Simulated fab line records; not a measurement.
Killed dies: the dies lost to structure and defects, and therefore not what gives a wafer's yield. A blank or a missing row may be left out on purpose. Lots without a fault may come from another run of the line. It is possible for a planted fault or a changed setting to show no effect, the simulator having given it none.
Chamber matching	flow nand harc	4 sister chambers for NHARC_P_CONTACT_CMP_01 on cmp-01
The step polishes SiO2, target thk 200 nm. 4 wafers are shown with their chamber, then 7 later ones without.

== WAFERS PAIRED WITH THEIR CHAMBERS ==
wafer	chamber	motor current A (A)
L348.4	1	11.5
L349.5	2	10.5
L358.1	0	11.8
L358.4	3	11.6

== WAFERS WITHOUT THEIR CHAMBER ==
wafer	motor current A (A)
L358.5	10.7
L363.3	11.3
L363.4	10.2
L363.6	11.3
L365.4	11.5
L365.5	12.6
L365.6	11.4

== THE CHAMBER EACH PASSED THROUGH ==
wafer	from the rows above	in truth
L358.5	can't be placed: 2 or 1 or 3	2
L363.3	can't be placed: 1 or 3 or 0 or 2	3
L363.4	2	2
L363.6	can't be placed: 1 or 3 or 0 or 2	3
L365.4	can't be placed: 1 or 3 or 0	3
L365.5	can't be placed: 0 or 3 or 1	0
L365.6	can't be placed: 1 or 3 or 0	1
Placed correctly: 1 of 7. From these rows, 6 cannot be placed; in 6 the true chamber is one of the candidates. 0 placed wrongly.
How it was worked out, from the rows above alone: a wafer's distance from a chamber is the root of the sum, over the readings, of the square of ((its reading less the chamber's mean) divided by the reading's scatter). The wafer belongs to the nearest chamber; if the next one is less than 2 further off, it can't be placed. For every chamber, the mean is computed from those of its wafers that are shown. The scatter: with one shown wafer a chamber, the root of the mean of the squares of how far each hidden wafer lies from its nearest shown one.
